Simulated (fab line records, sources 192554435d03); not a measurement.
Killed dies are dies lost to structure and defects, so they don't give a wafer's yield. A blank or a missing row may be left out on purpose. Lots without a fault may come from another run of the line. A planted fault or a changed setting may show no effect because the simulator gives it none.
Which tool did it? | flow n5_finfet | 24 lots, 72 wafers sampled, at 6 steps of a route of 1938

WHAT THE GAUGES READ, wafer by wafer
N5_BEOL_M0_SAQP_CD_MEAS_25: target cd 13.1 nm. Usual: cd_nm 12.78 nm, standard deviation 0.23.
lot  | measured     | on        | cd_nm (nm)        | flag
L075 | day 5 23:43  | cd_sem-03 | 12.90 13.33 12.42 |
L074 | day 6 05:38  | cd_sem-01 | 12.56 12.87 12.67 |
L076 | day 6 06:02  | cd_sem-03 | 12.19 12.84 12.97 |
L077 | day 6 15:54  | cd_sem-03 | 13.15 12.69 12.61 |
L078 | day 6 19:29  | cd_sem-03 | 12.75 12.77 12.45 |
L079 | day 6 23:13  | cd_sem-02 | 12.82 12.76 12.53 |
L080 | day 7 04:10  | cd_sem-01 | 13.00 12.72 12.44 |
L081 | day 7 06:55  | cd_sem-01 | 12.70 12.71 13.10 |
L082 | day 7 16:32  | cd_sem-01 | 12.80 12.80 12.97 |
L083 | day 8 04:28  | cd_sem-02 | 12.56 12.71 12.65 |
L084 | day 8 09:28  | cd_sem-02 | 12.50 13.04 13.18 |
L085 | day 8 21:36  | cd_sem-01 | 12.88 13.17 12.82 |
L086 | day 9 03:19  | cd_sem-02 | 12.89 12.82 13.28 |
L087 | day 9 07:37  | cd_sem-01 | 12.64 12.48 12.81 |
L088 | day 9 08:07  | cd_sem-01 | 12.90 12.59 12.54 |
L089 | day 9 13:08  | cd_sem-02 | 12.94 12.68 12.71 |
L090 | day 9 21:07  | cd_sem-02 | 12.53 12.74 12.43 |
L091 | day 9 21:28  | cd_sem-01 | 12.51 12.60 12.99 |
L093 | day 11 10:26 | cd_sem-01 | 12.67 12.83 12.95 |
L092 | day 11 10:29 | cd_sem-03 | 12.91 13.05 13.00 |
L094 | day 11 11:11 | cd_sem-01 | 12.90 12.69 12.65 |
L095 | day 11 11:39 | cd_sem-01 | 12.43 13.04 12.67 |
L097 | day 11 12:08 | cd_sem-01 | 12.63 13.29 13.18 |
L096 | day 11 12:12 | cd_sem-02 | 12.46 12.79 13.28 |

N5_BEOL_M0_SAQP_INSPECT_42: inspects for defects (brightfield). Usual: raw_defect_count 303, standard deviation 99.
lot  | measured     | on                | raw_defect_count | flag
L075 | day 6 02:21  | defect_inspect-01 | 385 203 400      |
L074 | day 6 07:55  | defect_inspect-02 | 272 300 262      |
L076 | day 6 08:13  | defect_inspect-01 | 274 321 233      |
L077 | day 6 18:21  | defect_inspect-01 | 220 239 213      |
L078 | day 6 21:52  | defect_inspect-02 | 215 245 213      |
L079 | day 7 02:08  | defect_inspect-02 | 325 316 262      |
L080 | day 7 06:29  | defect_inspect-01 | 255 232 251      |
L081 | day 7 09:05  | defect_inspect-01 | 431 219 385      |
L082 | day 7 18:49  | defect_inspect-01 | 331 425 451      |
L083 | day 8 06:45  | defect_inspect-02 | 449 448 342      |
L084 | day 8 13:54  | defect_inspect-01 | 309 226 182      |
L085 | day 8 23:54  | defect_inspect-01 | 243 319 282      |
L086 | day 9 05:39  | defect_inspect-02 | 323 219 292      |
L087 | day 9 10:05  | defect_inspect-01 | 207 198 357      |
L088 | day 9 10:30  | defect_inspect-02 | 384 391 427      |
L089 | day 9 15:19  | defect_inspect-01 | 464 281 284      |
L090 | day 9 23:58  | defect_inspect-01 | 250 267 264      |
L091 | day 10 00:26 | defect_inspect-02 | 324 294 258      |
L093 | day 11 13:09 | defect_inspect-01 | 167 170 189      |
L092 | day 11 13:41 | defect_inspect-01 | 281 493 532      |
L094 | day 11 15:13 | defect_inspect-02 | 271 406 314      |
L095 | day 11 15:27 | defect_inspect-01 | 293 356 301      |
L097 | day 11 15:49 | defect_inspect-01 | 328 479 617      |
L096 | day 11 15:59 | defect_inspect-01 | 145 278 185      |

WHICH TOOL RAN EACH LOT (tool, then ch and the chambers of the sampled wafers, then the start)
lot  | N5_BEOL_M0_SAQP_PECVD_03        | N5_BEOL_M0_SAQP_RECESS_104         | N5_BEOL_M0_SAQP_STRIP_108          | N5_BEOL_M0_SAQP_SPACER2_ALD_26
L075 | pecvd-02 ch 0,1, day 5 21:17    | vapor_etch-02 ch 0,1, day 5 23:58  | rie_diel-02 ch 1,2, day 6 00:31    | ald_sin-01 ch 1,2, day 6 01:04
L074 | pecvd-01 ch 0,1,2, day 6 02:31  | vapor_etch-02 ch 0,1, day 6 06:01  | rie_diel-04 ch 2,3, day 6 06:26    | ald_sin-01 ch 2,3, day 6 06:39
L076 | pecvd-02 ch 1,2, day 6 03:41    | vapor_etch-02 ch 0,1, day 6 06:25  | rie_diel-04 ch 1,2,3, day 6 06:51  | ald_sin-02 ch 1,3, day 6 07:04
L077 | pecvd-02 ch 0,2, day 6 13:08    | vapor_etch-02 ch 0,1, day 6 16:10  | rie_diel-04 ch 1,2, day 6 16:52    | ald_sin-01 ch 0,1,2, day 6 17:04
L078 | pecvd-03 ch 0,2, day 6 16:52    | vapor_etch-02 ch 0,1, day 6 19:58  | rie_diel-06 ch 1,3, day 6 20:23    | ald_sin-01 ch 2,3, day 6 20:36
L079 | pecvd-03 ch 0,1,2, day 6 20:50  | vapor_etch-02 ch 0, day 6 23:38    | rie_diel-06 ch 0,2, day 7 00:20    | ald_sin-01 ch 1,2,3, day 7 00:52
L080 | pecvd-01 ch 0,1, day 7 00:57    | vapor_etch-02 ch 0,1, day 7 04:26  | rie_diel-04 ch 0,1, day 7 05:04    | ald_sin-01 ch 0,1,2, day 7 05:17
L081 | pecvd-01 ch 0,1,2, day 7 03:45  | vapor_etch-02 ch 1, day 7 07:11    | rie_diel-04 ch 0,1,2, day 7 07:44  | ald_sin-04 ch 0,1,2, day 7 07:56
L082 | pecvd-01 ch 0,2, day 7 13:55    | vapor_etch-02 ch 0,1, day 7 16:47  | rie_diel-06 ch 0,1, day 7 17:20    | ald_sin-02 ch 0,3, day 7 17:32
L083 | pecvd-03 ch 1,2, day 8 02:13    | vapor_etch-02 ch 0,1, day 8 04:44  | rie_diel-04 ch 1,2,3, day 8 05:17  | ald_sin-01 ch 0,1,3, day 8 05:29
L084 | pecvd-01 ch 0,2, day 8 06:59    | vapor_etch-01 ch 0,1, day 8 09:43  | rie_diel-06 ch 1,3, day 8 10:20    | ald_sin-02 ch 0,1,2, day 8 12:46
L085 | pecvd-01 ch 0,2, day 8 19:15    | vapor_etch-01 ch 0,1, day 8 21:52  | rie_diel-02 ch 0,3, day 8 22:25    | ald_sin-04 ch 0,1,3, day 8 22:38
L086 | pecvd-03 ch 0,1, day 9 00:57    | vapor_etch-02 ch 0,1, day 9 03:42  | rie_diel-02 ch 0,2,3, day 9 04:10  | ald_sin-01 ch 0,2,3, day 9 04:23
L087 | pecvd-01 ch 1,2, day 9 04:17    | vapor_etch-02 ch 0, day 9 07:55    | rie_diel-02 ch 0,3, day 9 08:28    | ald_sin-02 ch 0,1,3, day 9 08:50
L088 | pecvd-02 ch 0,1, day 9 04:19    | vapor_etch-02 ch 0,1, day 9 08:30  | rie_diel-02 ch 0,1, day 9 09:03    | ald_sin-02 ch 1,3, day 9 09:21
L089 | pecvd-01 ch 1,2, day 9 10:13    | vapor_etch-02 ch 0,1, day 9 13:24  | rie_diel-06 ch 0,2,3, day 9 13:57  | ald_sin-04 ch 0,1,3, day 9 14:09
L090 | pecvd-01 ch 0,1, day 9 16:24    | vapor_etch-01 ch 0,1, day 9 21:25  | rie_diel-06 ch 1,2,3, day 9 21:58  | ald_sin-02 ch 0,1,3, day 9 22:50
L091 | pecvd-02 ch 0,2, day 9 18:19    | vapor_etch-01 ch 0,1, day 9 21:53  | rie_diel-04 ch 0,1,3, day 9 22:19  | ald_sin-01 ch 0,2, day 9 23:10
L093 | pecvd-01 ch 1,2, day 11 07:58   | vapor_etch-02 ch 0,1, day 11 10:43 | rie_diel-04 ch 0,1, day 11 11:16   | ald_sin-01 ch 0,1,3, day 11 11:53
L092 | pecvd-03 ch 0,1,2, day 11 08:04 | vapor_etch-01 ch 0,1, day 11 11:01 | rie_diel-02 ch 2,3, day 11 11:26   | ald_sin-01 ch 2,3, day 11 12:25
L094 | pecvd-02 ch 0,1, day 11 08:10   | vapor_etch-02 ch 0,1, day 11 11:33 | rie_diel-02 ch 0,2,3, day 11 12:06 | ald_sin-04 ch 1,2,3, day 11 13:59
L095 | pecvd-03 ch 1,2, day 11 08:16   | vapor_etch-02 ch 0,1, day 11 12:02 | rie_diel-04 ch 1,2, day 11 12:35   | ald_sin-01 ch 1,2, day 11 14:18
L097 | pecvd-01 ch 1,2, day 11 09:00   | vapor_etch-02 ch 0,1, day 11 12:31 | rie_diel-04 ch 0,1,2, day 11 13:04 | ald_sin-04 ch 0,1,2, day 11 14:30
L096 | pecvd-02 ch 0,1, day 11 09:10   | vapor_etch-01 ch 0,1, day 11 12:58 | rie_diel-02 ch 0,2,3, day 11 13:29 | ald_sin-02 ch 2,3, day 11 14:40
- N5_BEOL_M0_SAQP_PECVD_03: deposits SiCN from 3MS/NH3, target thk 12 nm, time 21.1 s.
- N5_BEOL_M0_SAQP_RECESS_104: chemistry HF/NH3, target SiO2, target depth 18 nm, afs cycles 3, sublimation time 60 s.
- N5_BEOL_M0_SAQP_STRIP_108: strips in N2/H2.
- N5_BEOL_M0_SAQP_SPACER2_ALD_26: deposits SiO2, target thk 15 nm, pulse time 1 s, purge time 2 s.

WHAT THE TOOLS THEMSELVES READ (means of the sampled wafers that have a number; where no wafer has one, the mark that the record gives instead)
N5_BEOL_M0_SAQP_PECVD_03. Usual: showerhead_plenum_p_Torr 3.667 Torr, standard deviation 0.016; throttle_valve_pct 9.2 %, standard deviation 0.61.
lot  | tool     | showerhead_plenum_p_Torr (Torr) | throttle_valve_pct (%) | flag
L075 | pecvd-02 | 3.664                           | 9.8                    |
L074 | pecvd-01 | 3.671                           | 9.0                    |
L076 | pecvd-02 | 3.665                           | 9.4                    |
L077 | pecvd-02 | 3.677                           | 9.2                    |
L078 | pecvd-03 | 3.655                           | 8.6                    |
L079 | pecvd-03 | 3.666                           | 9.2                    |
L080 | pecvd-01 | 3.682                           | 9.0                    |
L081 | pecvd-01 | 3.671                           | 8.9                    |
L082 | pecvd-01 | 3.652                           | 8.6                    |
L083 | pecvd-03 | 3.661                           | 9.2                    |
L084 | pecvd-01 | 3.651                           | 8.6                    |
L085 | pecvd-01 | 3.660                           | 8.7                    |
L086 | pecvd-03 | 3.667                           | 9.6                    |
L087 | pecvd-01 | 3.677                           | 9.4                    |
L088 | pecvd-02 | 3.672                           | 9.5                    |
L089 | pecvd-01 | 3.674                           | 9.4                    |
L090 | pecvd-01 | 3.673                           | 9.1                    |
L091 | pecvd-02 | 3.672                           | 9.2                    |
L093 | pecvd-01 | 3.673                           | 9.4                    |
L092 | pecvd-03 | 3.664                           | 9.4                    |
L094 | pecvd-02 | 3.668                           | 9.7                    |
L095 | pecvd-03 | 3.661                           | 9.1                    |
L097 | pecvd-01 | 3.676                           | 9.4                    |
L096 | pecvd-02 | 3.669                           | 9.7                    |

N5_BEOL_M0_SAQP_RECESS_104. Usual: drypump_motor_current_A 5.4 A, standard deviation 0.41.
lot  | tool          | drypump_motor_current_A (A) | flag
L075 | vapor_etch-02 | 5.2                         |
L074 | vapor_etch-02 | 5.4                         |
L076 | vapor_etch-02 | 5.4                         |
L077 | vapor_etch-02 | 5.2                         |
L078 | vapor_etch-02 | 5.2                         |
L079 | vapor_etch-02 | 5.0                         |
L080 | vapor_etch-02 | 5.4                         |
L081 | vapor_etch-02 | 5.6                         |
L082 | vapor_etch-02 | 5.4                         |
L083 | vapor_etch-02 | 5.2                         |
L084 | vapor_etch-01 | 5.6                         |
L085 | vapor_etch-01 | 5.9                         |
L086 | vapor_etch-02 | 5.4                         |
L087 | vapor_etch-02 | 5.0                         |
L088 | vapor_etch-02 | 5.2                         |
L089 | vapor_etch-02 | 5.4                         |
L090 | vapor_etch-01 | 5.9                         |
L091 | vapor_etch-01 | 5.5                         |
L093 | vapor_etch-02 | 5.3                         |
L092 | vapor_etch-01 | 5.5                         |
L094 | vapor_etch-02 | 5.2                         |
L095 | vapor_etch-02 | 5.5                         |
L097 | vapor_etch-02 | 5.4                         |
L096 | vapor_etch-01 | 5.6                         |

N5_BEOL_M0_SAQP_STRIP_108. Usual: drypump_motor_current_A 5.6 A, standard deviation 0.35; h2_flow_sccm 300.1 sccm, standard deviation 0.95; oes_product_au 0.78 a.u., standard deviation 0.071; rf_vpp_V 122.0 V, standard deviation 0.91; showerhead_plenum_p_Torr 3.38 Torr, standard deviation 0.085; throttle_valve_pct 18.9 %, standard deviation 0.31.
lot  | tool        | drypump_motor_current_A (A) | h2_flow_sccm (sccm) | oes_product_au (a.u.) | rf_vpp_V (V) | showerhead_plenum_p_Torr (Torr) | throttle_valve_pct (%) | flag
L075 | rie_diel-02 | 5.7                         | 300.1               | 0.79                  | 122.0        | 3.39                            | 19.2                   |
L074 | rie_diel-04 | 5.9                         | 299.9               | 0.75                  | 122.6        | 3.49                            | 19.0                   |
L076 | rie_diel-04 | 5.8                         | 301.1               | 0.78                  | 121.3        | 3.42                            | 19.0                   |
L077 | rie_diel-04 | 5.9                         | 300.0               | 0.80                  | 121.9        | 3.34                            | 18.9                   |
L078 | rie_diel-06 | 5.4                         | 300.3               | 0.77                  | 121.4        | 3.28                            | 19.2                   |
L079 | rie_diel-06 | 5.4                         | 299.3               | 0.76                  | 122.0        | 3.40                            | 18.5                   |
L080 | rie_diel-04 | 5.9                         | 299.6               | 0.75                  | 121.7        | 3.30                            | 18.6                   |
L081 | rie_diel-04 | 5.9                         | 300.7               | 0.77                  | 121.5        | 3.36                            | 18.7                   |
L082 | rie_diel-06 | 5.2                         | 299.6               | 0.76                  | 121.9        | 3.40                            | 18.8                   |
L083 | rie_diel-04 | 5.8                         | 300.1               | 0.77                  | 121.7        | 3.41                            | 19.0                   |
L084 | rie_diel-06 | 5.4                         | 300.2               | 0.77                  | 121.2        | 3.31                            | 19.1                   |
L085 | rie_diel-02 | 5.4                         | 301.3               | 0.90                  | 121.3        | 3.44                            | 19.1                   |
L086 | rie_diel-02 | 5.4                         | 300.4               | 0.81                  | 123.6        | 3.41                            | 19.0                   |
L087 | rie_diel-02 | 5.3                         | 299.6               | 0.85                  | 122.3        | 3.43                            | 18.9                   |
L088 | rie_diel-02 | 5.9                         | 299.3               | 0.89                  | 122.7        | 3.43                            | 19.2                   |
L089 | rie_diel-06 | 5.6                         | 300.5               | 0.75                  | 121.4        | 3.32                            | 18.9                   |
L090 | rie_diel-06 | 5.6                         | 300.1               | 0.78                  | 120.7        | 3.29                            | 19.1                   |
L091 | rie_diel-04 | 5.7                         | 300.6               | 0.76                  | 122.0        | 3.35                            | 19.0                   |
L093 | rie_diel-04 | 5.9                         | 299.8               | 0.73                  | 121.9        | 3.29                            | 18.7                   |
L092 | rie_diel-02 | 5.4                         | 299.5               | 0.72                  | 121.8        | 3.37                            | 19.0                   |
L094 | rie_diel-02 | 5.4                         | 300.3               | 0.79                  | 122.9        | 3.40                            | 19.1                   |
L095 | rie_diel-04 | 5.9                         | 299.7               | 0.78                  | 122.2        | 3.33                            | 18.9                   |
L097 | rie_diel-04 | 5.9                         | 300.6               | 0.74                  | 121.9        | 3.34                            | 18.8                   |
L096 | rie_diel-02 | 5.4                         | 300.2               | 0.79                  | 121.2        | 3.40                            | 19.1                   |

N5_BEOL_M0_SAQP_SPACER2_ALD_26. Usual: heater_power_w 453 W, standard deviation 43; precursor_pulse_height_rel 0.999, standard deviation 0.02.
lot  | tool       | heater_power_w (W) | precursor_pulse_height_rel | flag
L075 | ald_sin-01 | 446                | 0.990                      |
L074 | ald_sin-01 | 431                | 0.995                      |
L076 | ald_sin-02 | 418                | 1.014                      |
L077 | ald_sin-01 | 459                | 1.031                      |
L078 | ald_sin-01 | 437                | 0.995                      |
L079 | ald_sin-01 | 435                | 0.999                      |
L080 | ald_sin-01 | 461                | 1.014                      |
L081 | ald_sin-04 | 443                | 0.998                      |
L082 | ald_sin-02 | 472                | 1.024                      |
L083 | ald_sin-01 | 453                | 1.004                      |
L084 | ald_sin-02 | 473                | 1.013                      |
L085 | ald_sin-04 | 432                | 1.009                      |
L086 | ald_sin-01 | 464                | 1.010                      |
L087 | ald_sin-02 | 463                | 0.992                      |
L088 | ald_sin-02 | 417                | 0.986                      |
L089 | ald_sin-04 | 427                | 0.996                      |
L090 | ald_sin-02 | 467                | 0.984                      |
L091 | ald_sin-01 | 494                | 1.004                      |
L093 | ald_sin-01 | 454                | 1.009                      |
L092 | ald_sin-01 | 444                | 0.999                      |
L094 | ald_sin-04 | 478                | 0.997                      |
L095 | ald_sin-01 | 442                | 0.994                      |
L097 | ald_sin-04 | 431                | 0.999                      |
L096 | ald_sin-02 | 456                | 1.004                      |

THE ANSWER, worked out from the rows above alone
Rule: a lot is off if the mean of its wafers that have a number lies more than 3 standard deviations from the usual mean. A lot without any number at a reading at which 4 lots or more have one is off too. The other lots that the step has rows for count as sound. The gauges are gone through in route order, then the tools' own readings, and for those a lot's mean is taken as printed above. The first step at which some lot is off is used, and at that step the reading that is off furthest; a lot without a number counts as furthest.
No lot is off at any reading shown: from this, nothing can be told.

WHAT THE SIMULATOR HAD PUT IN
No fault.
